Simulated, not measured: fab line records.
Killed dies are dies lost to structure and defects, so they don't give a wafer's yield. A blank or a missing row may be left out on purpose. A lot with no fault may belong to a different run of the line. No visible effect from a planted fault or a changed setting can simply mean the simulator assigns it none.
What tool caused it? | flow n5 finfet | 28 wafers from 11 lots sampled at 5 of the route's 1938 steps

## WHAT EACH GAUGE READ, for each wafer
Not one reading of a measure or inspect step in the record can be checked against a usual standard deviation.

## WHICH TOOL RAN EACH LOT (tool, then ch and the chambers of the sampled wafers, then the start)
lot  | N5_BEOL_M6_ETCH_72                 | N5_BEOL_M6_ETCH_65                 | N5_BEOL_M6_ALD_77                   | N5_BEOL_M6_CMP_52             | N5_PASSIVATION_PROBE_49
L152 | rie diel-02 ch 0,2, day 8 19:19    | rie diel-02 ch 0,2, day 8 19:19    | ald metal-01 ch 1,3, day 8 20:34    | cmp-04 ch 1,3, day 8 22:20    | prober-01, day 12 08:38
L151 | rie diel-03 ch 0,3, day 8 19:20    | rie diel-03 ch 0,3, day 8 19:21    | ald metal-03 ch 0,3, day 8 20:37    | cmp-02 ch 0,2, day 8 22:25    | prober-02, day 12 19:53
L153 | rie diel-02 ch 2,3, day 9 00:45    | rie diel-02 ch 2,3, day 9 00:46    | ald metal-01 ch 1,2, day 9 03:00    | cmp-02 ch 1,2, day 9 04:10    | prober-01, day 12 18:06
L154 | rie diel-03 ch 0,1,3, day 9 20:36  | rie diel-03 ch 0,1,3, day 9 20:37  | ald metal-03 ch 0,2, day 9 21:56    | cmp-02 ch 0,2, day 9 23:11    | prober-02, day 13 11:31
L155 | rie diel-06 ch 1,2, day 10 00:28   | rie diel-06 ch 1,2, day 10 00:29   | ald metal-01 ch 0,1,3, day 10 01:58 | cmp-02 ch 0,3, day 10 03:30   | prober-01, day 13 13:01
L158 | rie diel-02 ch 1, day 10 10:38     | rie diel-02 ch 1, day 10 10:39     | ald metal-01 ch 0,2, day 10 11:39   | cmp-04 ch 0,2, day 10 13:34   | prober-01, day 13 22:45
L162 | rie diel-03 ch 1,2, day 11 15:00   | rie diel-03 ch 1,2, day 11 15:01   | ald metal-03 ch 2,3, day 11 16:08   | cmp-02 ch 0,3, day 11 19:20   | prober-02, day 15 08:37
L164 | rie diel-03 ch 0,2,3, day 11 20:28 | rie diel-03 ch 0,2,3, day 11 20:29 | ald metal-04 ch 1,3, day 11 21:45   | cmp-04 ch 0,1,3, day 11 23:24 | prober-02, day 15 16:55
L169 | rie diel-06 ch 0,2,3, day 13 15:05 | rie diel-06 ch 0,2,3, day 13 15:06 | ald metal-03 ch 0,2,3, day 13 16:07 | cmp-04 ch 1,2,3, day 13 17:40 | prober-01, day 17 04:43
L173 | rie diel-06 ch 0,3, day 14 10:41   | rie diel-06 ch 0,3, day 14 10:42   | ald metal-01 ch 3, day 14 13:16     | cmp-02 ch 0,3, day 14 14:39   | prober-02, day 18 09:23
L174 | rie diel-06 ch 0,1,2, day 14 14:40 | rie diel-06 ch 0,1,2, day 14 14:41 | ald metal-04 ch 0,1,3, day 14 16:24 | cmp-04 ch 0,1,2, day 14 17:25 | prober-01, day 18 09:48
- N5_BEOL_M6_ETCH_72: etches underlayer in N2/H2, target depth 6.5 nm, time 5.2 s.
- N5_BEOL_M6_ETCH_65: etches SiARC in CF4, target depth 15.6 nm, time 26 s.
- N5_BEOL_M6_ALD_77: deposits TaN, target thk 2 nm, pulse time 2 s, purge time 3 s.
- N5_BEOL_M6_CMP_52: polishes, stops on SiCOH lowk, t overpolish 6.9 s, target thk 80 nm.
- N5_PASSIVATION_PROBE_49

## WHAT THE TOOLS THEMSELVES READ (means of the sampled wafers that have a number; where no wafer has one, the mark that the record gives instead)
N5_BEOL_M6_ETCH_72. Usual: for drypump motor current A, 5.7 A with a standard deviation of 0.43; for etch rf on time s, 5.10 s with a standard deviation of 0.13; for n2 flow sccm, 200.0 sccm with a standard deviation of 0.64; for oes product au, 0.71 a.u. with a standard deviation of 0.052; for rf vpp V, 525.2 V with a standard deviation of 2.6; for showerhead plenum p Torr, 2.58 Torr with a standard deviation of 0.087; for throttle valve pct, 17.78 % with a standard deviation of 0.26.
lot  | tool        | drypump motor current A (A) | etch rf on time s (s) | n2 flow sccm (sccm) | oes product au (a.u.) | rf vpp V (V) | showerhead plenum p Torr (Torr) | throttle valve pct (%) | flag
L152 | rie diel-02 | 6.2                         | 5.12                  | 199.3               | 0.72                  | 522.9        | 2.49                            | 18.05                  |
L151 | rie diel-03 | 5.9                         | 5.21                  | 199.1               | 0.70                  | 525.4        | 2.58                            | 18.00                  |
L153 | rie diel-02 | 5.2                         | 5.12                  | 199.4               | 0.65                  | 524.2        | 2.54                            | 17.79                  |
L154 | rie diel-03 | 5.8                         | 5.07                  | 200.3               | 0.73                  | 525.2        | 2.61                            | 17.84                  |
L155 | rie diel-06 | 5.8                         | 5.08                  | 199.6               | 0.68                  | 522.3        | 2.48                            | 17.67                  |
L158 | rie diel-02 | 5.7                         | 5.05                  | 200.9               | 0.83                  | 525.6        | 2.59                            | 17.41                  |
L162 | rie diel-03 | 5.5                         | 5.03                  | 199.8               | 0.75                  | 527.8        | 2.69                            | 17.85                  |
L164 | rie diel-03 | 5.7                         | 5.18                  | 200.4               | 0.70                  | 526.5        | 2.61                            | 18.08                  |
L169 | rie diel-06 | 5.7                         | 5.03                  | 200.6               | 0.69                  | 526.9        | 2.64                            | 17.61                  |
L173 | rie diel-06 | 5.9                         | 5.06                  | 200.4               | 0.68                  | 528.4        | 2.67                            | 17.63                  |
L174 | rie diel-06 | 5.8                         | 5.18                  | 199.4               | 0.66                  | 524.2        | 2.56                            | 17.64                  |

N5_BEOL_M6_ETCH_65. Usual: drypump motor current A 5.7 A, standard deviation 0.43; etch rf on time s 25.5 s, standard deviation 0.69; oes product au 0.71 a.u., standard deviation 0.052; rf vpp V 184.5 V, standard deviation 1.2; showerhead plenum p Torr 2.17 Torr, standard deviation 0.063; throttle valve pct 15.47 %, standard deviation 0.25.
lot  | tool        | drypump motor current A (A) | etch rf on time s (s) | oes product au (a.u.) | rf vpp V (V) | showerhead plenum p Torr (Torr) | throttle valve pct (%) | flag
L152 | rie diel-02 | 6.1                         | 25.5                  | 0.72                  | 184.4        | 2.11                            | 15.75                  |
L151 | rie diel-03 | 5.9                         | 25.8                  | 0.71                  | 184.2        | 2.16                            | 15.59                  |
L153 | rie diel-02 | 5.2                         | 25.9                  | 0.64                  | 184.9        | 2.13                            | 15.50                  |
L154 | rie diel-03 | 5.8                         | 25.6                  | 0.72                  | 184.6        | 2.19                            | 15.55                  |
L155 | rie diel-06 | 5.8                         | 25.4                  | 0.69                  | 182.9        | 2.10                            | 15.44                  |
L158 | rie diel-02 | 5.7                         | 25.4                  | 0.84                  | 184.3        | 2.19                            | 15.17                  |
L162 | rie diel-03 | 5.5                         | 25.0                  | 0.74                  | 186.2        | 2.25                            | 15.59                  |
L164 | rie diel-03 | 5.7                         | 25.8                  | 0.70                  | 185.4        | 2.19                            | 15.67                  |
L169 | rie diel-06 | 5.7                         | 25.5                  | 0.69                  | 185.7        | 2.21                            | 15.27                  |
L173 | rie diel-06 | 5.9                         | 25.4                  | 0.68                  | 185.5        | 2.24                            | 15.34                  |
L174 | rie diel-06 | 5.8                         | 25.9                  | 0.66                  | 184.5        | 2.14                            | 15.36                  |

N5_BEOL_M6_ALD_77. Usual: heater power w at 416 W, with a standard deviation of 54.
lot  | tool         | heater power w (W) | flag
L152 | ald metal-01 | 473                |
L151 | ald metal-03 | 400                |
L153 | ald metal-01 | 450                |
L154 | ald metal-03 | 404                |
L155 | ald metal-01 | 432                |
L158 | ald metal-01 | 382                |
L162 | ald metal-03 | 408                |
L164 | ald metal-04 | 406                |
L169 | ald metal-03 | 404                |
L173 | ald metal-01 | 390                |
L174 | ald metal-04 | 451                |

N5_BEOL_M6_CMP_52. Usual: motor current A 6.5 A, standard deviation 0.75; retaining ring pressure frac 1.000, standard deviation 0.0052; slurry filter dp kPa 13.49 kPa, standard deviation 0.15.
lot  | tool   | motor current A (A) | retaining ring pressure frac | slurry filter dp kPa (kPa) | flag
L152 | cmp-04 | 7.1                 | 0.999                        | 13.47                      |
L151 | cmp-02 | 6.0                 | 1.003                        | 13.37                      |
L153 | cmp-02 | 7.0                 | 1.001                        | 13.49                      |
L154 | cmp-02 | 5.8                 | 0.996                        | 13.56                      |
L155 | cmp-02 | 5.6                 | 0.998                        | 13.55                      |
L158 | cmp-04 | 6.6                 | 0.998                        | 13.40                      |
L162 | cmp-02 | 5.3                 | 1.003                        | 13.41                      |
L164 | cmp-04 | 6.7                 | 0.998                        | 13.56                      |
L169 | cmp-04 | 6.7                 | 1.001                        | 13.58                      |
L173 | cmp-02 | 5.5                 | 1.003                        | 13.55                      |
L174 | cmp-04 | 6.6                 | 0.998                        | 13.52                      |

N5_PASSIVATION_PROBE_49. Usual: defect limited yield 91.2 %, standard deviation 1.5; killed_at_M0_to_M3 36, standard deviation 10; killed_at_M4_up 13, standard deviation 6; killed at contacts 11, standard deviation 5.2; killed at front end 40, standard deviation 11; killed at other 3.1, standard deviation 2.9; killed dies 104, standard deviation 17; killed open 66, standard deviation 12; killed short 34, standard deviation 7.7; sort_bin_5_function 5.1 %, standard deviation 0.91; sort_bin_6_memory 3.2 %, standard deviation 0.67; sort n pass 1076, standard deviation 17; sort yield pct 91.2 %, standard deviation 1.5.
lot  | tool      | defect limited yield (%) | killed_at_M0_to_M3 | killed_at_M4_up | killed at contacts | killed at front end | killed at other | killed dies | killed open | killed short | sort_bin_5_function (%) | sort_bin_6_memory (%) | sort n pass | sort yield pct (%) | flag
L152 | prober-01 | 90.1                     | 33                 | 14              | 15                 | 48                  | 5.7             | 116         | 66          | 41           | 5.1                     | 3.6                   | 1064        | 90.1               |
L151 | prober-02 | 88.7                     | 59                 | 14              | 6                  | 52                  | 2.0             | 134         | 86          | 44           | 6.2                     | 4.7                   | 1046        | 88.7               |
L153 | prober-01 | 92.5                     | 30                 | 8               | 10                 | 36                  | 4.0             | 88          | 56          | 30           | 4.5                     | 2.6                   | 1092        | 92.5               |
L154 | prober-02 | 91.7                     | 30                 | 20              | 15                 | 30                  | 3.3             | 98          | 61          | 34           | 5.1                     | 3.1                   | 1082        | 91.7               |
L155 | prober-01 | 90.8                     | 40                 | 22              | 11                 | 27                  | 9.0             | 109         | 76          | 28           | 5.0                     | 3.7                   | 1071        | 90.8               |
L158 | prober-01 | 90.8                     | 39                 | 9               | 18                 | 38                  | 4.5             | 109         | 68          | 38           | 5.2                     | 3.6                   | 1071        | 90.8               |
L162 | prober-02 | 91.8                     | 30                 | 12              | 19                 | 34                  | 2.0             | 98          | 60          | 34           | 5.5                     | 2.5                   | 1082        | 91.8               |
L164 | prober-02 | 91.7                     | 34                 | 14              | 11                 | 36                  | 2.0             | 97          | 68          | 29           | 5.2                     | 3.0                   | 1083        | 91.7               |
L169 | prober-01 | 91.7                     | 36                 | 9               | 11                 | 40                  | 1.7             | 98          | 61          | 34           | 4.5                     | 3.4                   | 1082        | 91.7               |
L173 | prober-02 | 92.1                     | 26                 | 13              | 6                  | 44                  | 3.0             | 94          | 57          | 36           | 4.6                     | 2.9                   | 1086        | 92.1               |
L174 | prober-01 | 91.0                     | 45                 | 12              | 11                 | 31                  | 6.0             | 106         | 64          | 35           | 5.5                     | 3.1                   | 1074        | 91.0               |

## THE ANSWER, worked out from the rows above alone
Rule: take the mean of a lot's wafers that have a number; if it is more than 3 standard deviations from the usual mean, the lot is off. A lot without any number at a reading at which 4 lots or more have one is off too. Any other lot the step has rows for is counted as sound. The gauges are gone through in route order, then the tools' own readings, and for those a lot's mean is taken as printed above. At the first step where some lot is off, the reading lying furthest off is the one used; lots without a number count as furthest.
No lot is off on any of the readings shown, so nothing can be concluded from this.

## WHAT THE SIMULATOR PUT IN
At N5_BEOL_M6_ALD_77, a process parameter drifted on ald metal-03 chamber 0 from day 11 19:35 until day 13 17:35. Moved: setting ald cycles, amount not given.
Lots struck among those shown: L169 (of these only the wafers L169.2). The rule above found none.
